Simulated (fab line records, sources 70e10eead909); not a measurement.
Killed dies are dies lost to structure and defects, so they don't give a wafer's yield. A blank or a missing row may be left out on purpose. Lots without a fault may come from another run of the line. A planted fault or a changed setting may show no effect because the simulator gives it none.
A struck lot beside a sound one | flow nand_harc | 12 steps out of a route of 1302
Sound: wafers L112.2, L112.4, L112.6. Struck: wafers L118.3, L118.4, L118.6. The cause comes at the end.
At each step with rows: each side's tool, then ch and its chambers, then its first start. Under that, the readings that differ: sound wafers | struck wafers | difference of the means | sigmas: that difference in standard deviations of wafers without a fault.
alike: readings whose means differ by less than 2 such deviations, and words and numbers that are the same on both sides. not compared: withheld readings, readings that some wafer has no value for, bounds like >300 that may hide the same value, and numbers for which the record gives no deviation and whose values overlap.
The two part at a step that has a row with sigmas, a row that says differs or no value, or rows on one side only. Numbers that don't overlap but have no deviation are shown without sigmas and don't part them. A reading that every wafer of one side lacks parts them only if that side has two wafers or more.

NHARC_A_WL_FILL_INSPECT_15:
  sound on defect_inspect-02, day 23 08:46; struck on defect_inspect-01, day 25 22:19
  alike: raw_defect_count
NHARC_A_CONTACT_DEP_24: deposits SiO2, target thk 500 nm.
  sound on pecvd-04 ch 0,1, day 23 08:50; struck on pecvd-04 ch 1,2, day 25 22:27
  alike: chamber_pressure_Torr, heater_power_w, throttle_valve_pct
NHARC_A_CONTACT_DEP_28: deposits aC, target thk 7000 nm.
  sound on acl_dep-03 ch 0, day 23 10:26; struck on acl_dep-03 ch 0, day 26 01:00
  alike: throttle_valve_pct
NHARC_A_CONTACT_DEP_29: deposits SiON, target thk 100 nm.
  sound on pecvd-04 ch 0,2, day 23 14:01; struck on pecvd-01 ch 0,1, day 26 03:50
  alike: chamber_pressure_Torr, heater_power_w
then, 5 steps without rows for these wafers: NHARC_A_CONTACT_DEHYDRATE_32 (time 120 s); NHARC_A_CONTACT_HMDS_33 (time 30 s); NHARC_A_CONTACT_COAT_34 (time 75 s); NHARC_A_CONTACT_COAT_35 (time 65 s); NHARC_A_CONTACT_COAT_36 (resist thk 90 nm).
NHARC_A_CONTACT_SOFTBAKE_37: time 55 s.
  sound on litho_track-04 ch 0, day 23 14:00; struck on litho_track-04 ch 0, day 26 04:00
  reading                  | sound                | struck               | difference | sigmas
  heater_power_total_W (W) | 188.30 188.26 188.52 | 174.59 174.56 174.49 | -13.81     | -92
  plate_temp_C (C)         | 104.92 104.84 105.01 | 99.23 99.25 99.32    | -5.66      | -40
then, 1 step without rows for these wafers: NHARC_A_CONTACT_EBR_38.
-- the record jumps here: 4 days lie between the struck wafers' starts before and after (it left off in module A_CONTACT and takes up again in module END, whose first step shown is number 1302 of the route) --
NHARC_END_SORT_01:
  the record has rows for the struck wafers here (prober-01 ch 0, day 29 19:43) and none for the sound ones

WHERE THEY PART
First at NHARC_A_CONTACT_SOFTBAKE_37; last, within this record, at NHARC_END_SORT_01.

WHY: what the simulator had put in
Process parameter drift: litho_track-04, from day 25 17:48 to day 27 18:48, at NHARC_A_CONTACT_SOFTBAKE_37. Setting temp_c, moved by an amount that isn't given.
